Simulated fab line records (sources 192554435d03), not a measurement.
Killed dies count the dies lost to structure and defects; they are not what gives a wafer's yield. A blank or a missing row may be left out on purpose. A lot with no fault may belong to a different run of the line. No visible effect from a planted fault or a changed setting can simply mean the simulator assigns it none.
Chamber matching	flow n5_finfet	3 sister chambers for N5_MOL_CONTACT_COAG_CO_FILL_22 on cvd_co-01
The step material Co, precursor CCTBA/H2, target thk 20 nm. 33 wafers are shown with their chamber, then 12 later ones without.

## EACH WAFER AND ITS CHAMBER
wafer	chamber	heater_power_w (W)
L075.1	0	223
L075.3	0	233
L075.5	0	229
L079.2	2	217
L079.3	2	228
L079.6	0	236
L080.1	0	241
L080.2	2	229
L080.3	2	223
L082.1	1	208
L082.2	0	237
L082.3	2	231
L082.4	1	209
L082.5	0	231
L082.6	2	234
L083.3	2	225
L083.4	1	212
L083.6	0	236
L085.2	2	220
L085.3	0	234
L085.4	0	234
L086.1	0	237
L086.2	1	209
L086.3	2	220
L088.1	2	221
L088.3	1	211
L088.6	2	228
L089.1	2	217
L089.2	0	232
L089.3	1	207
L089.4	2	228
L089.5	0	227
L089.6	1	205

SIGNATURES (averages over the wafers above)
reading	chamber 0	chamber 1	chamber 2	scatter within a chamber
heater_power_w	233.08	208.71	224.69	4.7
Rule: for a wafer and a chamber, the distance is found by dividing, reading by reading, the gap between the wafer's reading and the chamber's mean by the reading's scatter, squaring, summing and taking the root. If the next closest chamber is less than 2 further off than the closest, the wafer can't be placed; otherwise it belongs to the closest. How the scatter is found: for the shown wafers, subtract from each reading the mean of its chamber, square and add these, divide the total by (wafers less chambers), then take the root.

## WAFERS WHOSE CHAMBER IS MISSING
wafer	heater_power_w (W)
L093.2	213
L093.4	233
L093.5	211
L092.1	228
L092.2	229
L092.5	224
L095.2	211
L095.3	229
L095.5	225
L097.2	225
L097.3	202
L097.5	230

## EACH ONE'S CHAMBER
wafer	from the rows above	in truth
L093.2	can't be placed: 1 or 2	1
L093.4	can't be placed: 0 or 2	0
L093.5	1	1
L092.1	can't be placed: 2 or 0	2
L092.2	can't be placed: 0 or 2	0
L092.5	can't be placed: 2 or 0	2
L095.2	1	1
L095.3	can't be placed: 0 or 2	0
L095.5	can't be placed: 2 or 0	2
L097.2	can't be placed: 2 or 0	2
L097.3	1	1
L097.5	can't be placed: 0 or 2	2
Correctly placed: 3 of 12. Can't be placed from these rows: 9 (the true chamber is among the candidates in 9). Number placed wrongly: 0.
